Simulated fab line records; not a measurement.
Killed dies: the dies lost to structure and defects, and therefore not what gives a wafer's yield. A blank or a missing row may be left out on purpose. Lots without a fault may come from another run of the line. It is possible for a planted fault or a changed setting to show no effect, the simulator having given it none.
Chamber matching | flow nand_harc | NHARC_A_STAIRCASE_DESCUM_11 on rie_diel-01 has 4 sister chambers
The step chemistry O2, time 3 s. 4 wafers are shown with their chamber, then 7 later ones without.

## WAFERS WITH THEIR CHAMBER
wafer  | chamber | showerhead_plenum_p_Torr (Torr)
L651.4 | 2       | 1.78
L653.1 | 0       | 1.99
L663.1 | 1       | 1.97
L663.3 | 3       | 1.98

## WAFERS WHOSE CHAMBER IS MISSING
wafer  | showerhead_plenum_p_Torr (Torr)
L663.6 | 1.98
L661.1 | 1.99
L661.3 | 1.78
L661.6 | 1.99
L666.1 | 1.96
L666.2 | 1.99
L666.4 | 1.77

## CHAMBER TAKEN BY EACH
wafer  | from the rows above          | in truth
L663.6 | can't be placed: 3 or 0 or 1 | 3
L661.1 | can't be placed: 0 or 3      | 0
L661.3 | 2                            | 2
L661.6 | can't be placed: 0 or 3      | 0
L666.1 | can't be placed: 1 or 3      | 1
L666.2 | can't be placed: 0 or 3      | 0
L666.4 | 2                            | 2
Correct placement for 2 of the 7. These rows do not allow placing 5 (true chamber among the candidates in 5). Placed wrongly: 0.
How it was worked out, from the rows above alone: a wafer's distance from a chamber is the root of the sum, over the readings, of the square of ((its reading less the chamber's mean) divided by the reading's scatter). If the next closest chamber is less than 2 further off than the closest, the wafer can't be placed; otherwise it belongs to the closest. Each chamber's mean is taken over the wafers shown for it. The scatter: with one shown wafer a chamber, the root of the mean of the squares of how far each hidden wafer lies from its nearest shown one.
